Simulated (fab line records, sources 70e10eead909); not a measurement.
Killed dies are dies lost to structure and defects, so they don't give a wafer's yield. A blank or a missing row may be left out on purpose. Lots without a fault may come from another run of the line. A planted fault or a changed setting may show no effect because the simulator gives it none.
fab line records | flow nand_harc
record lots=5 wafers=15 last_day=33
route steps=1302 shown THIN_TSV@1269 END@1301
lots that met no fault: from a run of the same line without faults
start_h: hours from the record's first day to the start of the lot's first wafer shown | wait_h: hours since the lot's step before | " the same as in the row above | L1.1+2: a row that stands for several wafers | - no value, or no start given | * or withheld: withheld | < > ~ a bound
route shown NAME@n: a module of which the file shows steps, and the number in the route of the first | usual: mean/standard deviation of fault-free wafers | same: alike in all rows | chamber/n: place in a boat | sites: the reading at each site | _std_site: their standard deviation | _edge_site: outer sites' mean less inner sites' | radius_mm: how far each site lies from the wafer's centre | mask NAME#n: copy n | behind: the tool/chamber that last shaped the wafer | hold: why the lot was held/for how many hours/how that ended | device: the transistor (n, p or np) that didn't switch | end of line: the same wafers' tests at the end of the route | a step without rows: its recipe alone | killed: dies lost to structure and defects at the first sort, not the wafer's yield | map: a wafer's dies, x killed, . not, _ none there
set.NAME: the setting as run; set.NAME@STEP: as run at that earlier step | model.NAME: the simulator's own value behind a step, which no gauge read
lots at some steps of the route; a table a step, a row a wafer
services: from which hour (start_h, from the record's first day; less than 0 if before it) a tool's chamber was out of use, for how many hours, and why
## steps
# step NHARC_THIN_TSV_STRIP_62
# recipe power_w=1500 temp_c=250 time_s=20 chemistry=N2/H2
# usual drypump_motor_current_A=5.6/0.44 heater_power_w=312/33
# columns lot.wafer tool chamber start_h wait_h drypump_motor_current_A heater_power_w rf_hours_counter_h
L077.2 plasma_asher-02 0 573.62 - 5.7 345 24
L077.6 " 0 " " 5.7 348 -
L077.5 " 1 " " 5.0 341 -
L079.1 plasma_asher-02 1 588.40 - 5.0 351 28
L079.4 " 0 " " 5.7 343 -
L079.3 " 1 " " 5.0 337 -
L091.1 plasma_asher-02 1 717.01 - 5.0 341 22
L091.4 " 1 " " 5.0 347 -
L091.3 " 0 " " 5.8 345 -
L095.3 plasma_asher-01 0 750.59 - 5.4 285 -
L095.4 " 1 " " 6.2 273 -
L095.5 " 0 " " 5.4 281 -
L097.1 plasma_asher-02 1 765.74 - 5.0 346 34
L097.2 " 0 " " 5.8 340 34
L097.5 " 1 " " 5.0 338 -
# step NHARC_THIN_TSV_DEGAS_49
# recipe temp_c=300 time_s=120
# usual heater_power_w=461/38
# columns lot.wafer tool chamber start_h wait_h heater_power_w
L077.2 pvd_sputter-01 - 573.80 0.2 511
L077.6 " - " " 480
L077.5 " - " " 496
L079.1 pvd_sputter-02 - 588.55 0.1 440
L079.4 " - " " 476
L079.3 " - " " 479
L091.3 pvd_sputter-03 - 717.18 0.1 501
L091.1 " - " " 395
L091.4 " - " " 468
L095.3 pvd_sputter-03 - 750.73 0.1 519
L095.4 " - " " 392
L095.5 " - " " 527
L097.1 pvd_sputter-03 - 765.92 0.2 476
L097.2 " - " " 467
L097.5 " - " " 385
# step NHARC_THIN_TSV_PRE_CLEAN_50
# recipe time_s=30 temp_c=280 gas=H2/He
# usual heater_power_w=403/34
# columns lot.wafer tool chamber start_h wait_h heater_power_w
L077.2 pvd_sputter-01 - - - 391
L077.5 " - " " 381
L077.6 " - " " 386
L079.1 pvd_sputter-02 - - - 436
L079.3 " - " " 339
L079.4 " - " " 376
L091.4 pvd_sputter-03 - - - 407
L091.1 " - " " 452
L091.3 " - " " 343
L095.3 pvd_sputter-03 - - - 357
L095.4 " - " " 407
L095.5 " - " " 348
L097.2 pvd_sputter-03 - - - 460
L097.1 " - " " 417
L097.5 " - " " 441
# step NHARC_THIN_TSV_PVD_19
# recipe target_thk_a=200 chamber_pressure_pa=5 material=TaN
# usual chamber_pressure_pa=5.000/0.01 throttle_valve_pct=29.6/1.4
# columns lot.wafer tool chamber start_h wait_h chamber_pressure_pa throttle_valve_pct
L077.2 pvd_sputter-01 - - - 4.998 29.1
L077.6 " - " " 5.000 28.5
L077.5 " - " " 5.002 30.7
L079.3 pvd_sputter-02 - - - 4.994 29.4
L079.4 " - " " 5.005 30.8
L079.1 " - " " 5.001 30.5
L091.4 pvd_sputter-03 - - - 5.006 30.6
L091.3 " - " " 5.007 31.1
L091.1 " - " " 4.994 30.5
L095.4 pvd_sputter-03 - - - 5.012 31.0
L095.3 " - " " 4.998 30.2
L095.5 " - " " 4.982 30.3
L097.2 pvd_sputter-03 - - - 4.986 31.4
L097.1 " - " " 4.999 27.7
L097.5 " - " " 5.009 30.5
# step NHARC_THIN_TSV_PVD_51
# recipe target_thk_a=1000 chamber_pressure_pa=5 material=Cu
# usual chamber_pressure_pa=4.999/0.01 throttle_valve_pct=29.5/1.4
# columns lot.wafer tool chamber start_h wait_h chamber_pressure_pa throttle_valve_pct
L077.2 pvd_sputter-01 - - - 5.014 29.3
L077.5 " - " " 4.995 28.5
L077.6 " - " " 5.008 30.3
L079.1 pvd_sputter-02 - - - 4.986 28.2
L079.3 " - " " 5.002 29.5
L079.4 " - " " 4.998 30.7
L091.1 pvd_sputter-03 - - - 5.002 30.3
L091.4 " - " " 4.999 30.4
L091.3 " - " " 5.002 30.9
L095.3 pvd_sputter-03 - - - 4.991 31.2
L095.4 " - " " 5.000 27.8
L095.5 " - " " 4.983 30.5
L097.2 pvd_sputter-03 - - - 4.979 27.7
L097.1 " - " " 5.002 30.5
L097.5 " - " " 5.001 30.2
# step NHARC_THIN_TSV_ECD_20
# recipe target_thk_a=20000 material=Cu
# columns lot.wafer tool chamber start_h wait_h
L077.2+6+5 ecd_cu-01 1,0,1 574.34 -
L079.1+4+3 ecd_cu-01 0,0,1 589.00 -
L091.1+3+4 ecd_cu-02 1,0,1 717.73 -
L095.3+4+5 ecd_cu-02 0,1,1 751.37 -
L097.2+1+5 ecd_cu-02 0,1,0 766.37 -
# step NHARC_THIN_TSV_ANNEAL_52
# recipe temp_c=225 time_s=90
# usual wafer_temp_C_max=226.8/0.37
# columns lot.wafer tool chamber start_h wait_h wafer_temp_C_max
L077.2 rtp_anneal-02 0 575.03 0.6 227.2
L077.5 " 0 " " 226.9
L077.6 " 0 " " 226.7
L079.1 rtp_anneal-02 0 589.73 0.6 227.3
L079.3 " 0 " " 226.8
L079.4 " 0 " " 227.0
L091.1 rtp_anneal-02 0 718.39 0.6 226.6
L091.3 " 0 " " 227.0
L091.4 " 0 " " 226.9
L095.3 rtp_anneal-01 0 752.20 0.7 226.4
L095.4 " 0 " " 227.1
L095.5 " 0 " " 226.5
L097.1 rtp_anneal-01 0 767.18 0.6 228.2
L097.2 " 0 " " 226.6
L097.5 " 0 " " 227.1
# step NHARC_THIN_TSV_CMP_21
# recipe t_overpolish_s=30 target_thk_nm=2000
# usual edge_zone_pressure_frac=1.000/0.005 motor_current_A=12.3/0.93 overpolish_run_s=30.000/0.0087
# columns lot.wafer tool chamber start_h wait_h edge_zone_pressure_frac motor_current_A overpolish_run_s
L077.2 cmp-04 1 575.35 - 1.002 12.2 29.993
L077.6 " 0 " " 0.993 11.8 30.000
L077.5 " 1 " " 0.999 13.2 30.007
L079.3 cmp-03 2 590.07 - 0.999 12.8 30.007
L079.4 " 0 " " 1.001 12.9 30.004
L079.1 " 1 " " 0.989 12.8 30.004
L091.1 cmp-03 1 718.74 - 0.994 13.0 30.008
L091.4 " 3 " " 1.010 11.8 30.011
L091.3 " 0 " " 0.995 13.2 30.015
L095.4 cmp-02 3 752.44 - 0.985 13.6 30.002
L095.3 " 2 " " 1.001 10.6 30.005
L095.5 " 3 " " 0.992 13.5 29.995
L097.1 cmp-03 3 767.53 - 0.999 10.8 30.006
L097.2 " 0 " " 0.997 12.6 29.991
L097.5 " 0 " " 0.999 13.6 29.993
# step NHARC_THIN_TSV_SRD_23
# columns lot.wafer tool chamber start_h wait_h
L077.6+5+2 wet_bench-10 6,7,0 575.69 0.0
L079.4+1+3 wet_bench-10 1,3,4 590.44 0.0
L091.3+4+1 wet_bench-10 7,1,3 719.10 0.0
L095.4+5+3 wet_bench-10 7,0,3 752.81 0.0
L097.5+1+2 wet_bench-08 7,0,1 767.90 0.0
# step NHARC_THIN_TSV_DEGAS_53
# recipe temp_c=300 time_s=60
# usual heater_power_w=456/40
# columns lot.wafer tool chamber start_h wait_h heater_power_w
L077.2 pvd_sputter-03 - 575.80 0.1 460
L077.5 " - " " 505
L077.6 " - " " 385
L079.4 pvd_sputter-03 - 590.52 0.1 475
L079.1 " - " " 504
L079.3 " - " " 382
L091.1 pvd_sputter-02 - 719.20 0.1 487
L091.4 " - " " 395
L091.3 " - " " 453
L095.3 pvd_sputter-03 - 752.91 0.1 458
L095.4 " - " " 457
L095.5 " - " " 390
L097.2 pvd_sputter-02 - 767.98 0.1 454
L097.1 " - " " 441
L097.5 " - " " 484
# step NHARC_THIN_TSV_PRE_CLEAN_54
# recipe time_s=30 temp_c=280 gas=H2/He
# usual heater_power_w=398/36
# columns lot.wafer tool chamber start_h wait_h heater_power_w
L077.2 pvd_sputter-03 - 575.87 0.1 351
L077.6 " - " " 431
L077.5 " - " " 350
L079.1 pvd_sputter-03 - 590.60 0.1 345
L079.3 " - " " 389
L079.4 " - " " 433
L091.3 pvd_sputter-02 - 719.27 0.0 338
L091.1 " - " " 389
L091.4 " - " " 397
L095.3 pvd_sputter-03 - 752.99 0.1 347
L095.4 " - " " 413
L095.5 " - " " 445
L097.2 pvd_sputter-02 - 768.06 0.1 341
L097.1 " - " " 384
L097.5 " - " " 341
# step NHARC_THIN_TSV_PVD_55
# recipe target_thk_a=500 material=TiN
# columns lot.wafer tool chamber start_h wait_h
L077.2+6+5 pvd_sputter-03 - 575.93 0.1
L079.4+1+3 pvd_sputter-03 - 590.67 0.0
L091.3+1+4 pvd_sputter-02 - 719.34 0.1
L095.4+3+5 pvd_sputter-03 - 753.05 0.0
L097.1+2+5 pvd_sputter-02 - 768.16 0.1
# step NHARC_THIN_TSV_PVD_24
# recipe target_thk_a=8000 power_w=withheld chamber_pressure_pa=withheld substrate_temp_c=withheld time_s=withheld gas=Ar material=Al
# columns lot.wafer tool chamber start_h wait_h
L077.2+6+5 pvd_sputter-03 - 576.14 0.2
L079.1+4+3 pvd_sputter-03 - 590.82 0.1
L091.4+3+1 pvd_sputter-02 - 719.49 0.1
L095.3+4+5 pvd_sputter-03 - 753.26 0.1
L097.2+1+5 pvd_sputter-02 - 768.36 0.1
# step NHARC_THIN_TSV_DEHYDRATE_25
# recipe temp_c=150 time_s=120
# columns lot.wafer tool chamber start_h wait_h
L077.2+5+6 litho_track-05 0 576.50 -
L079.1+3+4 litho_track-05 0 591.23 -
L091.1+3+4 litho_track-03 0 719.91 -
L095.3+4+5 litho_track-07 0 753.61 -
L097.1+2+5 litho_track-05 0 768.74 -
# step NHARC_THIN_TSV_HMDS_26
# recipe time_s=30
# columns lot.wafer tool chamber start_h wait_h
L077.2+5+6 litho_track-05 0 - -
L079.1+3+4 litho_track-05 0 - -
L091.1+3+4 litho_track-03 0 - -
L095.3+4+5 litho_track-07 0 - -
L097.1+2+5 litho_track-05 0 - -
# step NHARC_THIN_TSV_COAT_27
# recipe spin_rpm=*
# columns lot.wafer tool chamber start_h wait_h
L077.2+5+6 litho_track-05 0 - -
L079.1+3+4 litho_track-05 0 - -
L091.1+3+4 litho_track-03 0 - -
L095.3+4+5 litho_track-07 0 - -
L097.1+2+5 litho_track-05 0 - -
# step NHARC_THIN_TSV_SOFTBAKE_28
# recipe temp_c=122 time_s=95
# columns lot.wafer tool chamber start_h wait_h
L077.2+5+6 litho_track-05 0 - -
L079.1+3+4 litho_track-05 0 - -
L091.1+3+4 litho_track-03 0 - -
L095.3+4+5 litho_track-07 0 - -
L097.1+2+5 litho_track-05 0 - -
# step NHARC_THIN_TSV_EBR_29
# columns lot.wafer tool chamber start_h wait_h
L077.2+5+6 litho_track-05 0 - -
L079.1+3+4 litho_track-05 0 - -
L091.1+3+4 litho_track-03 0 - -
L095.3+4+5 litho_track-07 0 - -
L097.1+2+5 litho_track-05 0 - -
# step NHARC_THIN_TSV_EXPOSE_30
# recipe na=0.55 dose_mj=11.47 mask_id=PAD
# columns lot.wafer tool chamber start_h wait_h mask
L077.2+5+6 krf_scanner-03 0 576.65 - PAD#0
L079.1+3+4 krf_scanner-03 0 591.50 - PAD#0
L091.1+3+4 krf_scanner-02 0 720.05 - PAD#0
L095.3+4+5 krf_scanner-01 0 753.89 - PAD#0
L097.1+2+5 krf_scanner-02 0 769.01 - PAD#0
# step NHARC_THIN_TSV_PEB_31
# recipe peb_temp_c=118 peb_time_s=85
# same peb_time_s=85
# columns lot.wafer tool chamber start_h wait_h
L077.2+5+6 litho_track-07 0 576.71 0.1
L079.1+3+4 litho_track-07 0 591.57 0.1
L091.1+3+4 litho_track-07 0 720.12 0.1
L095.3+4+5 litho_track-05 0 753.95 0.0
L097.1+2+5 litho_track-05 0 769.08 0.1
# step NHARC_THIN_TSV_DEVELOP_32
# recipe time_s=70
# columns lot.wafer tool chamber start_h wait_h
L077.2+5+6 litho_track-07 0 - -
L079.1+3+4 litho_track-07 0 - -
L091.1+3+4 litho_track-07 0 - -
L095.3+4+5 litho_track-05 0 - -
L097.1+2+5 litho_track-05 0 - -
# step NHARC_THIN_TSV_CD_MEAS_33
# recipe target_cd_nm=5000 landing_energy_ev=500
# usual cd_nm=4999.5/2.2
# columns lot.wafer tool chamber start_h wait_h cd_nm
L077.2 cd_sem-02 0 576.80 - 5002.8
L077.5 " 0 " " 5001.8
L077.6 " 0 " " 5001.4
L079.1 cd_sem-02 0 591.66 - 4999.3
L079.3 " 0 " " 5001.9
L079.4 " 0 " " 5001.4
L091.1 cd_sem-01 0 720.21 - 5003.0
L091.3 " 0 " " 5000.2
L091.4 " 0 " " 5004.6
L095.3 cd_sem-02 0 754.04 - 4996.5
L095.4 " 0 " " 4999.2
L095.5 " 0 " " 5000.3
L097.1 cd_sem-01 0 769.17 - 5000.9
L097.2 " 0 " " 4998.2
L097.5 " 0 " " 4996.3
# step NHARC_THIN_TSV_HARDBAKE_34
# recipe temp_c=125 time_s=80
# columns lot.wafer tool chamber start_h wait_h
L077.2+5+6 litho_track-03 0 576.88 -
L079.1+3+4 litho_track-05 0 591.74 -
L091.1+3+4 litho_track-05 0 720.29 -
L095.3+4+5 litho_track-03 0 754.12 -
L097.1+2+5 litho_track-03 0 769.25 -
# step NHARC_THIN_TSV_DESCUM_35
# recipe time_s=3 o2_flow_sccm=200 ar_flow_sccm=0 bias_power_w=0 chemistry=O2
# usual drypump_motor_current_A=5.9/0.64 oes_product_au=0.997/0.012 rf_vpp_V=57.8/0.88 showerhead_plenum_p_Torr=1.90/0.089 throttle_valve_pct=11.312/0.0097
# columns lot.wafer tool chamber start_h wait_h drypump_motor_current_A oes_product_au rf_hours_counter_h rf_vpp_V showerhead_plenum_p_Torr throttle_valve_pct
L077.2 rie_diel-01 3 577.00 - 6.5 1.005 0 56.7 1.84 11.304
L077.6 " 0 " " 5.2 1.002 - 58.4 1.90 11.298
L077.5 " 1 " " 5.2 1.026 - 57.1 2.02 11.305
L079.1 rie_diel-12 3 591.82 - 5.9 1.015 9 56.8 1.78 11.301
L079.4 " 1 " " 4.7 0.999 10 56.9 1.78 11.323
L079.3 " 2 " " 6.7 0.981 10 58.4 1.86 11.311
L091.4 rie_diel-01 3 720.38 - 6.6 0.984 6 58.4 1.84 11.327
L091.1 " 0 " " 5.2 1.009 7 58.7 1.90 11.320
L091.3 " 1 " " 5.2 1.005 7 58.9 2.01 11.308
L095.4 rie_diel-01 0 754.20 - 5.3 1.019 1 58.3 1.90 11.317
L095.3 " 1 " " 5.2 1.005 1 57.3 2.01 11.319
L095.5 " 0 " " 5.3 1.005 - 58.7 1.90 11.304
L097.2 rie_diel-12 3 769.33 - 5.9 0.980 6 57.0 1.78 11.324
L097.1 " 2 " " 6.7 0.979 8 59.3 1.85 11.304
L097.5 " 3 " " 5.9 0.992 - 57.5 1.78 11.300
# step NHARC_THIN_TSV_ETCH_59
# recipe target_depth_a=8800 icp_w=900 bias_w=100 Cl2_flow_sccm=60 bcl3_flow_sccm=30 time_s=138.1 chemistry=Cl2/BCl3
# usual drypump_motor_current_A=5.7/0.37 oes_product_au=1.001/0.01 throttle_valve_pct=22.264/0.0091
# columns lot.wafer tool chamber start_h wait_h drypump_motor_current_A oes_product_au rf_hours_counter_h throttle_valve_pct
L077.2 rie_metal-02 0 577.12 0.1 5.8 0.987 1.7 22.269
L077.6 " 1 " " 5.6 0.986 - 22.268
L077.5 " 0 " " 5.8 0.988 - 22.267
L079.1 rie_metal-02 0 591.98 0.2 5.8 0.994 2.2 22.274
L079.4 " 1 " " 5.6 1.004 - 22.274
L079.3 " 0 " " 5.7 1.003 - 22.262
L091.1 rie_metal-03 1 720.50 0.1 6.2 1.001 0.2 22.256
L091.4 " 1 " " 6.2 1.007 - 22.255
L091.3 " 0 " " 5.9 1.000 - 22.263
L095.4 rie_metal-03 1 754.40 0.2 6.2 1.008 - 22.266
L095.3 " 0 " " 5.9 0.988 - 22.268
L095.5 " 1 " " 6.2 1.014 - 22.275
L097.1 rie_metal-03 0 769.45 0.1 5.9 0.987 0.8 22.250
L097.2 " 1 " " 6.2 1.010 0.8 22.257
L097.5 " 1 " " 6.2 1.014 - 22.260
# step NHARC_THIN_TSV_ETCH_36
# recipe target_depth_a=650 over_etch_frac=0.3 time_s=18.571 ion_energy_ev=150 chemistry=Cl2/BCl3
# usual drypump_motor_current_A=5.7/0.37 oes_product_au=1.000/0.011
# columns lot.wafer tool chamber start_h wait_h drypump_motor_current_A oes_product_au rf_hours_counter_h
L077.2 rie_metal-02 0 577.35 0.2 5.8 0.987 1.9
L077.5 " 0 " " 5.8 0.993 -
L077.6 " 1 " " 5.6 0.989 -
L079.1 rie_metal-02 1 592.21 0.2 5.6 1.000 2.3
L079.4 " 1 " " 5.5 0.992 -
L079.3 " 0 " " 5.8 1.003 -
L091.1 rie_metal-03 0 720.76 0.2 5.9 1.005 0.4
L091.3 " 1 " " 6.2 1.025 -
L091.4 " 0 " " 5.9 1.018 -
L095.3 rie_metal-03 0 754.60 0.1 5.9 0.996 -
L095.4 " 1 " " 6.2 1.006 -
L095.5 " 0 " " 5.9 0.996 -
L097.2 rie_metal-03 1 769.71 0.2 6.2 1.014 1.0
L097.1 " 0 " " 5.9 0.996 1.0
L097.5 " 0 " " 5.9 0.999 -
# step NHARC_THIN_TSV_STRIP_56
# recipe power_w=1500 temp_c=250 chemistry=O2
# usual drypump_motor_current_A=5.6/0.43 heater_power_w=317/32
# columns lot.wafer tool chamber start_h wait_h drypump_motor_current_A heater_power_w rf_hours_counter_h
L077.2 plasma_asher-01 1 577.45 0.1 6.2 270 11
L077.5 " 1 " " 6.2 269 -
L077.6 " 0 " " 5.4 280 -
L079.1 plasma_asher-02 0 592.35 0.1 5.7 338 28
L079.4 " 1 " " 5.0 349 -
L079.3 " 0 " " 5.7 350 -
L091.1 plasma_asher-01 1 720.85 0.1 6.2 277 2
L091.3 " 1 " " 6.2 276 -
L091.4 " 0 " " 5.4 291 -
L095.4 plasma_asher-02 1 754.78 0.2 5.0 346 -
L095.3 " 0 " " 5.7 341 -
L095.5 " 1 " " 5.0 348 -
L097.1 plasma_asher-02 1 769.81 0.1 5.0 341 35
L097.2 " 0 " " 5.8 350 35
L097.5 " 0 " " 5.7 347 -
# step NHARC_THIN_TSV_STRIP_57
# recipe time_s=1200 temp_c=72.5 chemistry=post_etch_residue_remover
# columns lot.wafer tool chamber start_h wait_h
L077.5+2+6 wet_bench-10 6,7,0 577.82 0.1
L079.4+1+3 wet_bench-10 1,4,6 592.65 0.2
L091.3+1+4 wet_bench-08 3,4,5 721.23 0.2
L095.5+4+3 wet_bench-10 1,2,4 755.06 0.1
L097.2+1+5 wet_bench-10 6,7,2 770.17 0.3
# step NHARC_THIN_TSV_CD_MEAS_37
# usual cd_nm=5000/3.4
# columns lot.wafer tool chamber start_h wait_h cd_nm
L077.2 cd_sem-02 - 578.24 - 5000
L077.5 " - " " 5001
L077.6 " - " " 5000
L079.1 cd_sem-03 - 593.10 - 5000
L079.3 " - " " 5007
L079.4 " - " " 5007
L091.1 cd_sem-02 - 721.64 - 5005
L091.3 " - " " 4998
L091.4 " - " " 5003
L095.3 cd_sem-01 - 755.49 - 4992
L095.4 " - " " 4997
L095.5 " - " " 4999
L097.1 cd_sem-02 - 770.60 - 5004
L097.2 " - " " 5000
L097.5 " - " " 4995
# step NHARC_THIN_TSV_ANNEAL_58
# recipe temp_c=400 time_s=1800
# usual spike_tc_centre_C=399.8/0.97 spike_tc_lower_C=400.5/1.4 spike_tc_upper_C=400.1/1.1
# columns lot.wafer tool chamber start_h wait_h spike_tc_centre_C spike_tc_lower_C spike_tc_upper_C
L077.2 furnace-04 0 581.96 3.7 400.0 401.6 400.8
L077.5 " 0 " " 397.6 399.3 399.5
L077.6 " 0 " " 399.8 397.7 400.1
L079.1 furnace-01 0 596.24 3.1 398.7 402.1 401.2
L079.3 " 0 " " 401.2 402.1 401.6
L079.4 " 0 " " 400.8 401.7 400.9
L091.1 furnace-04 0 724.72 3.1 400.1 401.0 400.7
L091.3 " 0 " " 399.2 398.7 399.4
L091.4 " 0 " " 398.7 400.9 399.8
L095.3 furnace-02 0 757.88 2.4 399.1 399.7 399.3
L095.4 " 0 " " 400.0 398.8 399.0
L095.5 " 0 " " 400.3 401.2 399.1
L097.1 furnace-02 0 772.37 1.8 399.1 399.8 400.2
L097.2 " 0 " " 400.9 400.8 400.9
L097.5 " 0 " " 401.1 398.1 397.3
# step NHARC_THIN_TSV_INSPECT_40
# usual raw_defect_count=536/76
# columns lot.wafer tool chamber start_h wait_h raw_defect_count
L077.2 defect_inspect-01 - 583.42 0.4 518
L077.5 " - " " 545
L077.6 " - " " 702
L079.1 defect_inspect-01 - 597.68 0.4 446
L079.3 " - " " 440
L079.4 " - " " 487
L091.1 defect_inspect-01 - 726.17 0.4 567
L091.3 " - " " 588
L091.4 " - " " 533
L095.3 defect_inspect-01 - 759.33 0.4 483
L095.4 " - " " 518
L095.5 " - " " 485
L097.1 defect_inspect-02 - 773.82 0.4 522
L097.2 " - " " 621
L097.5 " - " " 630
# step NHARC_END_WLT_00
# usual VT_DECK1_BOTTOM=0.866/0.0079 VT_DECK1_BOTTOM_INNER=0.867/0.0079 VT_DECK1_MEDIAN_NEAR_BOTTOM=0.868/0.0074 VT_DECK1_MEDIAN_NEAR_BOTTOM_INNER=0.868/0.0075 VT_DECK1_MIDDLE=0.879/0.0071 VT_DECK1_MIDDLE_INNER=0.879/0.0072 VT_DECK1_TOP=0.890/0.0074 VT_DECK1_TOP_INNER=0.890/0.0072 VT_DECK2_BOTTOM=0.871/0.0078 VT_DECK2_BOTTOM_INNER=0.871/0.0075 VT_DECK2_MEDIAN_NEAR_BOTTOM=0.872/0.0075 VT_DECK2_MEDIAN_NEAR_BOTTOM_INNER=0.872/0.0079 VT_DECK2_MIDDLE=0.884/0.0063 VT_DECK2_MIDDLE_INNER=0.885/0.0065 VT_DECK2_TOP=0.896/0.0071 VT_DECK2_TOP_INNER=0.897/0.007
# columns lot.wafer tool chamber start_h wait_h VT_DECK1_BOTTOM VT_DECK1_BOTTOM_INNER VT_DECK1_MEDIAN_NEAR_BOTTOM VT_DECK1_MEDIAN_NEAR_BOTTOM_INNER VT_DECK1_MIDDLE VT_DECK1_MIDDLE_INNER VT_DECK1_TOP VT_DECK1_TOP_INNER VT_DECK2_BOTTOM VT_DECK2_BOTTOM_INNER VT_DECK2_MEDIAN_NEAR_BOTTOM VT_DECK2_MEDIAN_NEAR_BOTTOM_INNER VT_DECK2_MIDDLE VT_DECK2_MIDDLE_INNER VT_DECK2_TOP VT_DECK2_TOP_INNER
L077.2 prober-02 - 583.99 0.6 0.860 0.863 0.865 0.868 0.879 0.879 0.890 0.885 0.873 0.869 0.865 0.869 0.874 0.884 0.900 0.898
L077.5 " - 585.50 2.1 0.870 0.870 0.875 0.877 0.880 0.876 0.903 0.897 0.869 0.874 0.870 0.877 0.881 0.882 0.895 0.898
L077.6 " - " " 0.866 0.874 0.861 0.878 0.879 0.884 0.894 0.894 0.871 0.868 0.874 0.870 0.893 0.889 0.899 0.895
L079.1 prober-02 - 597.74 0.1 0.863 0.852 0.863 0.863 0.874 0.875 0.886 0.890 0.859 0.861 0.854 0.853 0.882 0.869 0.880 0.883
L079.3 " - " " 0.872 0.867 0.868 0.869 0.877 0.879 0.887 0.889 0.855 0.864 0.857 0.853 0.879 0.871 0.882 0.885
L079.4 " - " " 0.861 0.861 0.859 0.870 0.880 0.881 0.889 0.892 0.860 0.862 0.870 0.865 0.877 0.875 0.882 0.891
L091.1 prober-01 - 728.82 2.7 0.880 0.877 0.872 0.884 0.898 0.891 0.898 0.899 0.864 0.865 0.873 0.874 0.882 0.879 0.903 0.898
L091.3 " - 729.83 3.7 0.879 0.874 0.883 0.881 0.897 0.892 0.901 0.905 0.868 0.864 0.866 0.865 0.883 0.886 0.889 0.895
L091.4 " - " " 0.886 0.875 0.878 0.881 0.891 0.893 0.905 0.897 0.869 0.875 0.866 0.867 0.886 0.896 0.894 0.900
L095.3 prober-02 - 764.97 5.6 0.884 0.873 0.876 0.877 0.884 0.883 0.892 0.898 0.866 0.872 0.873 0.876 0.877 0.881 0.893 0.898
L095.4 " - " " 0.874 0.879 0.875 0.878 0.884 0.896 0.893 0.901 0.869 0.867 0.875 0.869 0.892 0.876 0.891 0.896
L095.5 " - " " 0.870 0.869 0.866 0.866 0.886 0.889 0.892 0.891 0.875 0.861 0.875 0.868 0.884 0.888 0.886 0.894
L097.1 prober-01 - 773.86 0.0 0.870 0.865 0.871 0.865 0.872 0.878 0.890 0.886 0.874 0.885 0.881 0.878 0.896 0.888 0.904 0.900
L097.2 " - " " 0.860 0.868 0.859 0.861 0.878 0.876 0.878 0.893 0.882 0.872 0.875 0.869 0.890 0.893 0.895 0.901
L097.5 " - 775.86 2.0 0.861 0.860 0.858 0.861 0.870 0.871 0.890 0.895 0.877 0.872 0.876 0.878 0.892 0.892 0.901 0.908
## services
# columns tool chamber start_h hours kind
rie_diel-01 - 550.78 0.5 repair
cmp-03 - 554.00 4.0 pm
rie_diel-01 - 557.80 9.0 pm
pvd_sputter-01 - 562.35 10.5 repair
pvd_sputter-01 - 582.00 10.0 pm
rie_diel-01 - 585.80 13.2 repair
ecd_cu-02 - 596.00 8.0 pm
litho_track-07 - 601.00 7.0 pm
plasma_asher-02 - 603.23 9.0 pm
litho_track-03 - 625.00 7.0 pm
rie_metal-03 - 628.89 0.4 repair
rie_metal-02 - 631.07 9.0 pm
pvd_sputter-02 - 642.10 10.0 pm
litho_track-05 - 649.00 7.0 pm
wet_bench-10 - 654.63 1.1 repair
wet_bench-10 - 663.20 8.0 pm
pvd_sputter-01 - 668.13 1.3 repair
pvd_sputter-03 - 669.46 0.9 repair
rie_metal-03 - 696.00 9.0 pm
pvd_sputter-03 - 697.25 1.1 repair
pvd_sputter-03 - 705.62 10.0 pm
pvd_sputter-01 - 715.25 15.0 repair
pvd_sputter-02 - 739.07 5.1 repair
pvd_sputter-01 - 760.00 10.0 pm
## key
fault none
